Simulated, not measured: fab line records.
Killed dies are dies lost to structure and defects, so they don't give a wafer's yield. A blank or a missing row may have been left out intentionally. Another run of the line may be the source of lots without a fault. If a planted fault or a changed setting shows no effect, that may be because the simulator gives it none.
Which tool is to blame? / flow n5 finfet / 11 lots, 29 wafers sampled, at 4 steps of a route of 1938

WHAT THE GAUGES READ, wafer by wafer
N5_BEOL_M15_OVL_MEAS_29. Usual: M15_OVL gives -1 nm (standard deviation 5.5).
lot=L262; measured=day 11 23:29; on=overlay-01; M15_OVL (nm)=-6 -9; flag=
lot=L265; measured=day 12 15:53; on=overlay-02; M15_OVL (nm)=4 -4 3; flag=
lot=L264; measured=day 13 01:50; on=overlay-02; M15_OVL (nm)=-3 3; flag=
lot=L267; measured=day 13 05:40; on=overlay-01; M15_OVL (nm)=-1 3 3; flag=
lot=L270; measured=day 14 01:51; on=overlay-02; M15_OVL (nm)=-7 -5 8; flag=
lot=L266; measured=day 14 07:45; on=overlay-01; M15_OVL (nm)=-8 -5 -3; flag=
lot=L274; measured=day 15 08:44; on=overlay-02; M15_OVL (nm)=106 102 109; flag=OFF
lot=L276; measured=day 15 15:33; on=overlay-01; M15_OVL (nm)=116 123 117; flag=OFF
lot=L278; measured=day 16 15:42; on=overlay-01; M15_OVL (nm)=9 11 10; flag=
lot=L279; measured=day 16 22:46; on=overlay-01; M15_OVL (nm)=-3 3; flag=
lot=L285; measured=day 18 08:45; on=overlay-02; M15_OVL (nm)=3 3; flag=

WHICH TOOL RAN EACH LOT (tool, then ch and the chambers of the sampled wafers, then the start)
lot=L262; N5_BEOL_M15_DESCUM_15=rie diel-02 ch 1,2, day 11 21:55; N5_BEOL_M15_STRIP_64=rie diel-02 ch 1,2, day 11 23:19 or earlier; N5_BEOL_M15_EXPOSE_25=krf scanner-01 ch 0, day 11 23:19
lot=L265; N5_BEOL_M15_DESCUM_15=rie diel-03 ch 1,2, day 12 14:21; N5_BEOL_M15_STRIP_64=rie diel-03 ch 1,2, day 12 15:41 or earlier; N5_BEOL_M15_EXPOSE_25=krf scanner-02 ch 0, day 12 15:41
lot=L264; N5_BEOL_M15_DESCUM_15=rie diel-02 ch 1,2, day 13 00:26; N5_BEOL_M15_STRIP_64=rie diel-02 ch 1,2, day 13 01:39 or earlier; N5_BEOL_M15_EXPOSE_25=krf scanner-02 ch 0, day 13 01:39
lot=L267; N5_BEOL_M15_DESCUM_15=rie diel-01 ch 1,2, day 13 04:08; N5_BEOL_M15_STRIP_64=rie diel-01 ch 1,2, day 13 05:28 or earlier; N5_BEOL_M15_EXPOSE_25=krf scanner-01 ch 0, day 13 05:28
lot=L270; N5_BEOL_M15_DESCUM_15=rie diel-02 ch 2,3, day 14 00:12; N5_BEOL_M15_STRIP_64=rie diel-02 ch 2,3, day 14 01:39 or earlier; N5_BEOL_M15_EXPOSE_25=krf scanner-02 ch 0, day 14 01:39
lot=L266; N5_BEOL_M15_DESCUM_15=rie diel-02 ch 1,2,3, day 14 06:13; N5_BEOL_M15_STRIP_64=rie diel-02 ch 1,2,3, day 14 07:33 or earlier; N5_BEOL_M15_EXPOSE_25=krf scanner-01 ch 0, day 14 07:33
lot=L274; N5_BEOL_M15_DESCUM_15=rie diel-02 ch 0,2, day 15 07:20; N5_BEOL_M15_STRIP_64=rie diel-02 ch 0,2, day 15 08:32 or earlier; N5_BEOL_M15_EXPOSE_25=krf scanner-01 ch 0, day 15 08:32
lot=L276; N5_BEOL_M15_DESCUM_15=rie diel-01 ch 0,2,3, day 15 14:08; N5_BEOL_M15_STRIP_64=rie diel-01 ch 0,2,3, day 15 15:21 or earlier; N5_BEOL_M15_EXPOSE_25=krf scanner-01 ch 0, day 15 15:21
lot=L278; N5_BEOL_M15_DESCUM_15=rie diel-03 ch 1,2,3, day 16 14:10; N5_BEOL_M15_STRIP_64=rie diel-03 ch 1,2,3, day 16 15:29 or earlier; N5_BEOL_M15_EXPOSE_25=krf scanner-02 ch 0, day 16 15:29
lot=L279; N5_BEOL_M15_DESCUM_15=rie diel-03 ch 0,2, day 16 21:21; N5_BEOL_M15_STRIP_64=rie diel-03 ch 0,2, day 16 22:33 or earlier; N5_BEOL_M15_EXPOSE_25=krf scanner-02 ch 0, day 16 22:33
lot=L285; N5_BEOL_M15_DESCUM_15=rie diel-01 ch 1,3, day 18 07:13; N5_BEOL_M15_STRIP_64=rie diel-01 ch 1,3, day 18 08:33 or earlier; N5_BEOL_M15_EXPOSE_25=krf scanner-02 ch 0, day 18 08:33
- N5_BEOL_M15_DESCUM_15: chemistry O2, time 7.9 s.
- N5_BEOL_M15_STRIP_64: strips in O2.
- N5_BEOL_M15_EXPOSE_25: exposes mask M15, target cd 400 nm.

WHAT THE TOOLS THEMSELVES READ (means of the sampled wafers that have a number; where no wafer has one, the mark that the record gives instead)
N5_BEOL_M15_DESCUM_15. Usual: drypump motor current A 6.0 A, standard deviation 0.37; oes product au 0.80 a.u., standard deviation 0.095; rf vpp V 243.1 V, standard deviation 1.3; showerhead plenum p Torr 2.08 Torr, standard deviation 0.067; throttle valve pct 20.39 %, standard deviation 0.27.
lot=L262; tool=rie diel-02; drypump motor current A (A)=5.8; oes product au (a.u.)=0.84; rf vpp V (V)=243.6; showerhead plenum p Torr (Torr)=2.11; throttle valve pct (%)=20.66; flag=
lot=L265; tool=rie diel-03; drypump motor current A (A)=6.3; oes product au (a.u.)=0.77; rf vpp V (V)=242.1; showerhead plenum p Torr (Torr)=2.06; throttle valve pct (%)=20.46; flag=
lot=L264; tool=rie diel-02; drypump motor current A (A)=5.7; oes product au (a.u.)=0.83; rf vpp V (V)=243.3; showerhead plenum p Torr (Torr)=2.10; throttle valve pct (%)=20.68; flag=
lot=L267; tool=rie diel-01; drypump motor current A (A)=6.0; oes product au (a.u.)=0.75; rf vpp V (V)=243.1; showerhead plenum p Torr (Torr)=2.12; throttle valve pct (%)=20.60; flag=
lot=L270; tool=rie diel-02; drypump motor current A (A)=5.7; oes product au (a.u.)=0.87; rf vpp V (V)=244.0; showerhead plenum p Torr (Torr)=2.12; throttle valve pct (%)=20.30; flag=
lot=L266; tool=rie diel-02; drypump motor current A (A)=5.8; oes product au (a.u.)=0.78; rf vpp V (V)=242.3; showerhead plenum p Torr (Torr)=2.06; throttle valve pct (%)=20.51; flag=
lot=L274; tool=rie diel-02; drypump motor current A (A)=6.4; oes product au (a.u.)=0.85; rf vpp V (V)=244.1; showerhead plenum p Torr (Torr)=2.15; throttle valve pct (%)=20.27; flag=
lot=L276; tool=rie diel-01; drypump motor current A (A)=6.0; oes product au (a.u.)=0.74; rf vpp V (V)=244.1; showerhead plenum p Torr (Torr)=2.09; throttle valve pct (%)=20.30; flag=
lot=L278; tool=rie diel-03; drypump motor current A (A)=6.3; oes product au (a.u.)=0.89; rf vpp V (V)=243.2; showerhead plenum p Torr (Torr)=2.08; throttle valve pct (%)=20.29; flag=
lot=L279; tool=rie diel-03; drypump motor current A (A)=5.9; oes product au (a.u.)=0.81; rf vpp V (V)=242.6; showerhead plenum p Torr (Torr)=2.08; throttle valve pct (%)=20.46; flag=
lot=L285; tool=rie diel-01; drypump motor current A (A)=6.0; oes product au (a.u.)=0.89; rf vpp V (V)=242.9; showerhead plenum p Torr (Torr)=2.04; throttle valve pct (%)=20.37; flag=

N5_BEOL_M15_STRIP_64. Usual: drypump motor current A 6.0 A, standard deviation 0.37; oes product au 0.80 a.u., standard deviation 0.095; rf vpp V 3.7 V, standard deviation 0.47; showerhead plenum p Torr 2.09 Torr, standard deviation 0.067; throttle valve pct 16.64 %, standard deviation 0.25.
lot=L262; tool=rie diel-02; drypump motor current A (A)=5.7; oes product au (a.u.)=0.84; rf vpp V (V)=4.1; showerhead plenum p Torr (Torr)=2.11; throttle valve pct (%)=16.86; flag=
lot=L265; tool=rie diel-03; drypump motor current A (A)=6.3; oes product au (a.u.)=0.76; rf vpp V (V)=3.8; showerhead plenum p Torr (Torr)=2.07; throttle valve pct (%)=16.74; flag=
lot=L264; tool=rie diel-02; drypump motor current A (A)=5.7; oes product au (a.u.)=0.83; rf vpp V (V)=3.7; showerhead plenum p Torr (Torr)=2.11; throttle valve pct (%)=16.87; flag=
lot=L267; tool=rie diel-01; drypump motor current A (A)=6.0; oes product au (a.u.)=0.75; rf vpp V (V)=3.7; showerhead plenum p Torr (Torr)=2.12; throttle valve pct (%)=16.85; flag=
lot=L270; tool=rie diel-02; drypump motor current A (A)=5.8; oes product au (a.u.)=0.86; rf vpp V (V)=4.0; showerhead plenum p Torr (Torr)=2.13; throttle valve pct (%)=16.55; flag=
lot=L266; tool=rie diel-02; drypump motor current A (A)=5.8; oes product au (a.u.)=0.78; rf vpp V (V)=4.1; showerhead plenum p Torr (Torr)=2.06; throttle valve pct (%)=16.75; flag=
lot=L274; tool=rie diel-02; drypump motor current A (A)=6.3; oes product au (a.u.)=0.84; rf vpp V (V)=3.7; showerhead plenum p Torr (Torr)=2.15; throttle valve pct (%)=16.50; flag=
lot=L276; tool=rie diel-01; drypump motor current A (A)=6.0; oes product au (a.u.)=0.75; rf vpp V (V)=3.9; showerhead plenum p Torr (Torr)=2.10; throttle valve pct (%)=16.62; flag=
lot=L278; tool=rie diel-03; drypump motor current A (A)=6.3; oes product au (a.u.)=0.90; rf vpp V (V)=3.4; showerhead plenum p Torr (Torr)=2.09; throttle valve pct (%)=16.48; flag=
lot=L279; tool=rie diel-03; drypump motor current A (A)=5.9; oes product au (a.u.)=0.80; rf vpp V (V)=3.2; showerhead plenum p Torr (Torr)=2.09; throttle valve pct (%)=16.67; flag=
lot=L285; tool=rie diel-01; drypump motor current A (A)=6.0; oes product au (a.u.)=0.89; rf vpp V (V)=3.4; showerhead plenum p Torr (Torr)=2.04; throttle valve pct (%)=16.59; flag=

N5_BEOL_M15_EXPOSE_25. Usual: reticle temp C 23.01 C, standard deviation 0.096; stage vel mm s 500.01 mm/s, standard deviation 0.26.
lot=L262; tool=krf scanner-01; reticle temp C (C)=22.99; stage vel mm s (mm/s)=500.00; flag=
lot=L265; tool=krf scanner-02; reticle temp C (C)=23.13; stage vel mm s (mm/s)=500.39; flag=
lot=L264; tool=krf scanner-02; reticle temp C (C)=23.01; stage vel mm s (mm/s)=499.96; flag=
lot=L267; tool=krf scanner-01; reticle temp C (C)=23.04; stage vel mm s (mm/s)=499.92; flag=
lot=L270; tool=krf scanner-02; reticle temp C (C)=22.98; stage vel mm s (mm/s)=499.91; flag=
lot=L266; tool=krf scanner-01; reticle temp C (C)=23.02; stage vel mm s (mm/s)=500.29; flag=
lot=L274; tool=krf scanner-01; reticle temp C (C)=22.98; stage vel mm s (mm/s)=499.94; flag=
lot=L276; tool=krf scanner-01; reticle temp C (C)=22.91; stage vel mm s (mm/s)=500.12; flag=
lot=L278; tool=krf scanner-02; reticle temp C (C)=23.02; stage vel mm s (mm/s)=500.16; flag=
lot=L279; tool=krf scanner-02; reticle temp C (C)=22.98; stage vel mm s (mm/s)=499.79; flag=
lot=L285; tool=krf scanner-02; reticle temp C (C)=22.93; stage vel mm s (mm/s)=500.06; flag=

THE ANSWER, worked out from the rows above alone
Rule: lot off if the mean of its wafers having a number is beyond 3 standard deviations from the usual mean. Also off: a lot with no number at a reading for which 4 or more lots have one. The other lots that the step has rows for count as sound. Order of review: gauges by route order, followed by the tools' own readings, for which a lot's mean as printed above is used. At the first step where some lot is off, the reading lying furthest off is the one used; lots without a number count as furthest.
Off: L274, L276, seen at N5_BEOL_M15_OVL_MEAS_29 (M15_OVL).
If a tool, at a process step before that reading, ran all the lots that are off and no sound lot after the first of them, it fits. Those tools and the gauges at N5_BEOL_M15_OVL_MEAS_29 are tried in the same way. N5_BEOL_M15_STRIP_64: start missing for some lots; hours and lot order therefore follow N5_BEOL_M15_EXPOSE_25. One fits: krf scanner-01 at N5_BEOL_M15_EXPOSE_25. Its last sound lot is L266 (day 14 07:33), its first lot that is off L274 (day 15 08:32): a fault that began between those two fits.

WHAT THE SIMULATOR HAD INSERTED
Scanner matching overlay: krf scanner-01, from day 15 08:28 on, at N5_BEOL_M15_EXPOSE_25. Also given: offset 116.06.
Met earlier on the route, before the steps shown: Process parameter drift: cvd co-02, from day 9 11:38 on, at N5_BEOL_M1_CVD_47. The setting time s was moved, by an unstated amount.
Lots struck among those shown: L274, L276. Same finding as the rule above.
